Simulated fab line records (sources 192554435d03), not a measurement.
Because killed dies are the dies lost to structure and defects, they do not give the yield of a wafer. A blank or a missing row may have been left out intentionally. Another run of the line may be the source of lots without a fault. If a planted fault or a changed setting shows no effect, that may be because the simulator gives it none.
fab line records	flow n5_finfet
record lots=10	wafers=30	last_day=18
route steps=1938 shown FIN_SAQP@124 BEOL_M4@1111 MIM_BOT_LITHO@1864 PASSIVATION@1916
lots untouched by any fault: they come from a run of this same line in which no faults occurred
start_h: the number of hours between the record's first day and the start of the first shown wafer of the lot	wait_h: hours from the lot's prior step to this one	" the same as in the row above	L1.1+2: a row that stands for several wafers	- value missing, or start not given	* or withheld: withheld	< > ~ a bound
route shown NAME@n: NAME is a module with steps in the file, n the number in the route of the first one	usual: mean and standard deviation over wafers with no fault	same: alike in all rows	chamber/n: place in a boat	sites: readings site by site	_std_site: the values' standard deviation	_edge_site: the outer-site mean with the inner-site mean subtracted	radius_mm: how far each site lies from the wafer's centre	mask NAME#n: copy n	behind: tool/chamber where the wafer was last shaped	hold: cause of the lot's hold/its duration in hours/its outcome	device: the transistor (n, p or np) that didn't switch	end of line: the route-end tests of the same wafers	for a step that has no rows: nothing shown but its recipe	killed: count of dies lost to structure and defects at first sort (not the wafer's yield)	map: dies across one wafer; x = killed, . = not, _ = none there
set.NAME: the setting the step ran with; set.NAME@STEP: the setting that earlier step ran with	model.NAME: the simulator's own value behind a step, which no gauge read
a sample of lots followed through the steps of the route, with each step as a table and each wafer as a row
services: a tool's chamber out of use, with start hour (start_h, from the record's first day; less than 0 if before it), hours out, and reason
## steps
# step N5_FIN_SAQP_RECESS_75
# recipe chemistry=HF/NH3	target=SiO2	target_depth_a=144	afs_cycles=3	temp_c=30	sublimation_temp_c=180	sublimation_time_s=60
# usual drypump_motor_current_A=5.96/0.14
# same afs_cycles=3
lot.wafer	tool	chamber	start_h	wait_h	drypump_motor_current_A
L875.2	vapor_etch-02	1	22.49	0.0	5.87
L875.3	"	1	"	"	5.88
L875.6	"	1	"	"	5.85
L876.1	vapor_etch-01	1	28.42	0.0	6.05
L876.3	"	0	"	"	5.81
L876.5	"	0	"	"	5.80
L877.2	vapor_etch-01	0	34.63	0.0	5.79
L877.5	"	0	"	"	5.80
L877.6	"	1	"	"	6.02
L880.1	vapor_etch-02	1	52.31	0.0	5.87
L880.2	"	0	"	"	6.11
L880.5	"	1	"	"	5.87
L882.3	vapor_etch-02	0	64.26	0.2	6.12
L882.4	"	1	"	"	5.85
L882.6	"	0	"	"	6.13
L883.1	vapor_etch-02	1	70.22	0.0	5.87
L883.2	"	0	"	"	6.12
L883.4	"	1	"	"	5.85
L887.1	vapor_etch-01	0	95.08	0.0	5.78
L887.3	"	1	"	"	6.02
L887.4	"	0	"	"	5.78
L889.1	vapor_etch-01	0	106.47	0.0	5.78
L889.3	"	0	"	"	5.79
L889.4	"	1	"	"	6.02
L894.2	vapor_etch-02	1	139.25	0.0	5.87
L894.4	"	1	"	"	5.88
L894.6	"	0	"	"	6.12
L897.1	vapor_etch-02	0	155.07	0.0	6.11
L897.4	"	1	"	"	5.86
L897.5	"	1	"	"	5.86
# step N5_BEOL_M4_RC_MEAS_101
# usual DIBL_N=36.2/1.6	DIBL_P=36.5/1.9	IOFF_N=0.158/0.027	IOFF_P=0.21/0.038	ION_N=675/12	ION_P=464/8.9	SS_N=71.5/0.61	SS_P=73.4/0.59	VT_N=250.4/3	VT_P=-250/3.6
lot.wafer	tool	chamber	start_h	wait_h	DIBL_N[mV/V]	DIBL_P[mV/V]	IOFF_N[nA/um]	IOFF_P[nA/um]	ION_N[uA/um]	ION_P[uA/um]	SS_N[mV/dec]	SS_P[mV/dec]	VT_N[mV]	VT_P[mV]
L876.1	prober-01	0	164.40	0.0	37.7	38.5	0.175	0.26	683	474	72.3	74.0	251.0	-247
L876.3	"	0	"	"	36.3	36.5	0.146	0.22	676	472	71.1	73.0	251.9	-250
L876.5	"	0	"	"	38.5	39.0	0.194	0.27	683	468	72.0	74.1	247.4	-245
L875.2	prober-02	0	167.34	0.2	34.3	35.5	0.138	0.19	668	457	70.9	72.3	252.3	-251
L875.3	"	0	"	"	36.1	38.0	0.161	0.24	682	466	71.5	72.9	252.3	-251
L875.6	"	0	"	"	36.9	38.7	0.184	0.25	688	465	72.0	73.2	249.9	-246
L877.2	prober-01	0	170.34	0.2	35.1	35.1	0.140	0.18	670	458	71.4	73.4	250.7	-254
L877.5	"	0	"	"	34.4	34.7	0.130	0.18	663	461	70.9	73.1	255.0	-254
L877.6	"	0	"	"	34.1	33.3	0.114	0.16	656	449	71.2	72.0	254.7	-255
L880.1	prober-02	0	192.78	0.0	37.8	36.5	0.156	0.20	672	455	70.3	73.7	252.7	-250
L880.2	"	0	"	"	37.4	37.5	0.165	0.21	676	462	71.3	73.5	248.5	-248
L880.5	"	0	"	"	35.7	34.7	0.122	0.17	653	452	70.5	72.9	254.3	-253
L882.3	prober-01	0	211.01	0.3	34.9	34.8	0.129	0.20	673	465	71.5	73.4	255.7	-249
L882.4	"	0	"	"	34.2	34.6	0.121	0.19	665	461	71.3	72.7	254.4	-251
L882.6	"	0	"	"	36.7	37.9	0.165	0.25	685	474	72.1	73.2	248.9	-245
L883.1	prober-01	0	212.54	0.0	37.5	36.6	0.156	0.18	666	452	71.0	73.1	250.0	-257
L883.2	"	0	"	"	39.8	38.7	0.211	0.21	682	453	72.3	73.9	246.5	-255
L883.4	"	0	"	"	36.0	34.4	0.128	0.16	651	437	71.1	73.0	256.1	-259
L887.1	prober-02	0	251.76	0.0	34.4	33.6	0.128	0.15	658	446	70.3	72.3	251.3	-258
L887.3	"	0	"	"	37.1	37.9	0.175	0.22	672	456	71.5	74.1	248.8	-250
L887.4	"	0	"	"	36.1	35.3	0.154	0.17	674	456	71.2	72.9	248.4	-251
L889.1	prober-01	0	255.25	0.0	36.2	37.1	0.157	0.25	685	473	70.6	73.1	247.2	-246
L889.3	"	0	"	"	39.3	40.7	0.232	0.31	699	480	72.4	74.5	243.7	-241
L889.4	"	0	"	"	38.4	39.7	0.198	0.31	686	474	71.0	74.5	244.2	-240
L894.2	prober-01	0	276.87	0.2	37.6	39.8	0.205	0.24	676	460	72.9	74.1	246.6	-249
L894.4	"	0	"	"	35.3	38.0	0.153	0.21	669	462	71.9	74.0	252.0	-251
L894.6	"	0	"	"	34.3	36.5	0.132	0.18	658	459	71.9	73.4	253.2	-253
L897.1	prober-02	0	320.57	0.0	35.0	34.8	0.149	0.22	664	463	71.1	72.8	250.4	-248
L897.4	"	0	"	"	34.2	34.5	0.141	0.22	686	482	70.4	73.0	249.9	-248
L897.5	"	0	"	"	32.9	33.3	0.116	0.19	666	469	71.3	73.1	252.7	-251
# step N5_MIM_BOT_LITHO_INSPECT_12
# recipe mode=adi	inspect_instrument=macro
# usual raw_defect_count=2.1/1.6
lot.wafer	tool	chamber	start_h	wait_h	raw_defect_count
L877.2	defect_inspect-02	-	273.80	0.0	1
L877.5	"	-	"	"	1
L877.6	"	-	"	"	2
L875.2	defect_inspect-02	-	273.96	0.0	2
L875.3	"	-	"	"	2
L875.6	"	-	"	"	2
L876.1	defect_inspect-01	-	277.77	0.0	2
L876.3	"	-	"	"	5
L876.5	"	-	"	"	2
L880.1	defect_inspect-01	-	304.53	0.0	1
L880.2	"	-	"	"	3
L880.5	"	-	"	"	1
L883.1	defect_inspect-01	-	321.16	0.0	2
L883.2	"	-	"	"	5
L883.4	"	-	"	"	4
L882.3	defect_inspect-01	-	322.08	0.0	1
L882.4	"	-	"	"	4
L882.6	"	-	"	"	3
L889.1	defect_inspect-01	-	351.32	0.2	2
L889.3	"	-	"	"	0
L889.4	"	-	"	"	1
L887.1	defect_inspect-01	-	353.62	0.0	3
L887.3	"	-	"	"	3
L887.4	"	-	"	"	2
L894.2	defect_inspect-01	-	376.68	0.0	1
L894.4	"	-	"	"	2
L894.6	"	-	"	"	1
L897.1	defect_inspect-01	-	427.99	0.0	3
L897.4	"	-	"	"	2
L897.5	"	-	"	"	3
# step N5_PASSIVATION_PECVD_35
# recipe material=SiNx	target_thk_a=7000	temp_c=400	precursor=SiH4/NH3/N2	pressure_torr=4.9	rf_w=1406	time_s=151.3
# usual heater_power_w=419/120	showerhead_plenum_p_Torr=8.66/0.059	throttle_valve_pct=29.1/1.4
lot.wafer	tool	chamber	start_h	wait_h	heater_power_w	showerhead_plenum_p_Torr	throttle_valve_pct
L877.2	pecvd-02	0	278.43	0.1	286	8.63	31.1
L877.5	"	2	"	"	570	8.68	27.7
L877.6	"	0	"	"	318	8.63	31.1
L875.2	pecvd-03	0	278.94	0.1	429	8.58	28.4
L875.3	"	1	"	"	406	8.56	29.5
L875.6	"	2	"	"	350	8.69	27.1
L876.1	pecvd-02	1	283.40	0.1	674	8.75	30.5
L876.3	"	0	"	"	326	8.64	31.4
L876.5	"	2	"	"	581	8.67	27.9
L880.1	pecvd-02	2	309.46	0.1	456	8.65	28.0
L880.2	"	1	"	"	636	8.75	30.3
L880.5	"	2	"	"	552	8.66	27.9
L882.3	pecvd-03	0	327.30	0.1	487	8.61	28.7
L882.4	"	1	"	"	392	8.58	29.5
L882.6	"	0	"	"	359	8.61	28.4
L883.1	pecvd-04	0	327.48	0.1	480	8.67	31.3
L883.2	"	2	"	"	296	8.71	26.7
L883.4	"	0	"	"	332	8.68	31.1
L889.1	pecvd-02	0	358.70	0.1	250	8.63	31.3
L889.3	"	1	"	"	532	8.74	30.3
L889.4	"	2	"	"	556	8.69	28.0
L887.1	pecvd-03	1	359.16	0.1	345	8.57	29.2
L887.3	"	2	"	"	255	8.69	27.5
L887.4	"	2	"	"	305	8.67	27.3
L894.2	pecvd-02	2	382.17	0.1	442	8.68	28.1
L894.4	"	1	"	"	553	8.74	30.7
L894.6	"	2	"	"	514	8.66	28.3
L897.1	pecvd-03	2	434.43	0.1	369	8.70	27.6
L897.4	"	0	"	"	358	8.59	28.6
L897.5	"	2	"	"	242	8.70	27.6
# step N5_PASSIVATION_INSPECT_67
# recipe mode=adi	inspect_instrument=macro
# usual raw_defect_count=2.0/1.3
lot.wafer	tool	chamber	start_h	wait_h	raw_defect_count
L877.2	defect_inspect-02	-	278.91	0.0	2
L877.5	"	-	"	"	2
L877.6	"	-	"	"	3
L875.2	defect_inspect-02	-	279.43	0.0	2
L875.3	"	-	"	"	1
L875.6	"	-	"	"	1
L876.1	defect_inspect-02	-	284.01	0.0	1
L876.3	"	-	"	"	3
L876.5	"	-	"	"	1
L880.1	defect_inspect-01	-	310.00	0.0	1
L880.2	"	-	"	"	1
L880.5	"	-	"	"	3
L882.3	defect_inspect-01	-	327.79	0.0	2
L882.4	"	-	"	"	3
L882.6	"	-	"	"	1
L883.1	defect_inspect-01	-	328.09	0.0	3
L883.2	"	-	"	"	0
L883.4	"	-	"	"	1
L889.1	defect_inspect-01	-	359.19	0.0	5
L889.3	"	-	"	"	4
L889.4	"	-	"	"	2
L887.1	defect_inspect-02	-	359.65	0.0	0
L887.3	"	-	"	"	3
L887.4	"	-	"	"	0
L894.2	defect_inspect-01	-	382.65	0.0	2
L894.4	"	-	"	"	6
L894.6	"	-	"	"	3
L897.1	defect_inspect-01	-	434.95	0.0	2
L897.4	"	-	"	"	1
L897.5	"	-	"	"	0
# step N5_PASSIVATION_PROBE_49
# usual defect_limited_yield=91.3/1.7	killed_at_M0_to_M3=33/11	killed_at_M4_up=14/5.5	killed_at_contacts=13/6.5	killed_at_front_end=39/13	killed_at_other=3.4/2.9	killed_dies=103/20	killed_on_rim=14/4.3	killed_open=69/15	killed_short=32/8.1	sort_bin_5_function=5.1/1.1	sort_bin_6_memory=3.3/0.74	sort_bin_8_speed=0.00/0.014	sort_n_pass=1077/20	sort_yield_pct=91.3/1.7
# same gross_dies=1180	killed_at_back_side=0	sort_bin_4_leakage[%]=0
lot.wafer	tool	chamber	start_h	wait_h	defect_limited_yield[%]	killed_at_M0_to_M3	killed_at_M4_up	killed_at_contacts	killed_at_front_end	killed_at_other	killed_dies	killed_on_rim	killed_open	killed_short	sort_bin_5_function[%]	sort_bin_6_memory[%]	sort_bin_8_speed[%]	sort_n_pass	sort_yield_pct[%]
L889.1	prober-01	-	362.28	0.0	85.8	27	14	6	120	0	167	45	63	29	4.6	3.1	0	1013	85.8
L889.3	prober-01	-	362.38	0.1	93.6	22	12	7	32	3	76	6	51	24	3.5	2.5	0	1104	93.6
L889.4	prober-01	-	362.43	0.2	90.2	24	14	9	68	1	116	25	77	34	5.9	3.6	0	1064	90.2
L887.1	prober-02	-	362.74	0.0	82.7	31	6	13	142	12	204	63	83	50	6.4	4.6	0	976	82.7
L887.3	prober-02	-	362.84	0.1	91.3	25	17	21	37	3	103	16	73	30	5.1	3.6	0	1077	91.3
L887.4	prober-02	-	362.89	0.2	91.1	31	12	14	46	2	105	16	75	29	5.2	3.4	0	1075	91.1
# killed by level:class
L889.1 FIN_SAQP:area_recess=72 STI_FIN_REVEAL:geometric_particle:open=17 GATE_CUT:geometric_particle:short=11 BEOL_M3:geometric_particle:open=10 GATE_CUT:geometric_particle:open=6 MOL_CONTACT_COAG:geometric_particle:open=6 BEOL_M2:geometric_particle:open=5 FIN_SAQP:geometric_particle:open=4
L889.3 BEOL_M1:geometric_particle:open=9 BEOL_M0_SAQP:geometric_particle:open=6 STI_FIN_REVEAL:geometric_particle:open=5 MOL_CONTACT_COAG:geometric_particle:open=5 BEOL_M4:geometric_particle:open=5 FIN_SAQP:geometric_particle:open=4 DUMMY_GATE:geometric_particle:open=4 GATE_CUT:geometric_particle:short=4
L889.4 STI_FIN_REVEAL:geometric_particle:open=15 STARTING-WAFER:geometric_particle:short=10 GATE_CUT:geometric_particle:short=9 BEOL_M1:geometric_particle:open=9 GATE_CUT:geometric_particle:open=9 MOL_CONTACT_COAG:geometric_particle:open=9 BEOL_M3:geometric_particle:open=6 FIN_SAQP:geometric_particle:open=5
L887.1 FIN_SAQP:area_recess=71 FIN_SAQP:geometric_particle:open=20 BEOL_M1:geometric_particle:open=16 STI_FIN_REVEAL:geometric_particle:open=14 FIN_SAQP:geometric_particle:short=11 MOL_CONTACT_COAG:geometric_particle:open=10 BEOL_M0_SAQP:geometric_particle:short=7 GATE_CUT:geometric_particle:short=6
L887.3 MOL_CONTACT_COAG:geometric_particle:open=18 STI_FIN_REVEAL:geometric_particle:open=11 BEOL_M1:geometric_particle:open=10 FIN_SAQP:geometric_particle:open=7 BEOL_M4:geometric_particle:open=7 FIN_SAQP:geometric_particle:short=6 BEOL_M0_SAQP:geometric_particle:open=5 BEOL_M1:geometric_particle:short=4
L887.4 MOL_CONTACT_COAG:geometric_particle:open=12 STI_FIN_REVEAL:geometric_particle:open=10 DUMMY_GATE:geometric_particle:open=10 BEOL_M4:geometric_particle:open=9 FIN_SAQP:geometric_particle:open=7 BEOL_M0_SAQP:geometric_particle:short=7 BEOL_M2:geometric_particle:open=7 BEOL_M0_SAQP:geometric_particle:open=6
## services
tool	chamber	start_h	hours	kind
pecvd-02	0	32.25	5.1	repair
pecvd-04	0	52.63	6.8	repair
pecvd-03	-	114.44	1.2	repair
vapor_etch-02	-	119.52	0.8	repair
pecvd-03	2	126.61	6.8	repair
pecvd-04	-	131.68	1.8	repair
vapor_etch-02	1	133.47	2.6	repair
vapor_etch-01	-	134.84	0.3	repair
pecvd-04	1	140.31	36.2	repair
pecvd-04	-	141.20	28.1	pm
pecvd-04	-	179.66	0.3	repair
pecvd-04	-	187.21	3.8	repair
pecvd-02	-	216.91	14.6	pm
vapor_etch-02	-	217.94	14.6	pm
vapor_etch-01	-	232.73	2.8	pm
pecvd-02	2	233.53	18.2	repair
pecvd-04	2	233.59	5.8	repair
vapor_etch-02	0	293.75	2.5	repair
pecvd-02	0	302.60	6.9	repair
pecvd-02	-	336.80	1.3	repair
pecvd-03	1	339.16	4.0	repair
pecvd-02	-	367.45	6.0	pm
vapor_etch-02	-	401.25	16.0	pm
vapor_etch-02	-	425.70	2.8	pm
## key
first_sign step=N5_PASSIVATION_PROBE_49	reading=killed_at_front_end	direction=up	sigmas=7	usual=39	struck=131
effect step=N5_PASSIVATION_PROBE_49	reading=defect_limited_yield	direction=down	sigmas=4.1	usual=91.3	struck=84.3
more_kills_born_at N5_FIN_SAQP_RECESS_75@vapor_etch-01=143
met_at N5_FIN_SAQP_RECESS_75
struck_lots L887,L889
struck_wafers L887.1,L889.1
not_acting_at N5_MIM_BOT_LITHO_INSPECT_12,N5_PASSIVATION_PECVD_35,N5_PASSIVATION_INSPECT_67
onset_between 34.63 95.08
fault kind=process_parameter_drift	tool=vapor_etch-01	chamber=-	onset_h=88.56	steps=N5_FIN_SAQP_RECESS_75	channel=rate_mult	offset=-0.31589	shape=step	end_h=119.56	scope=struck_wafers_only
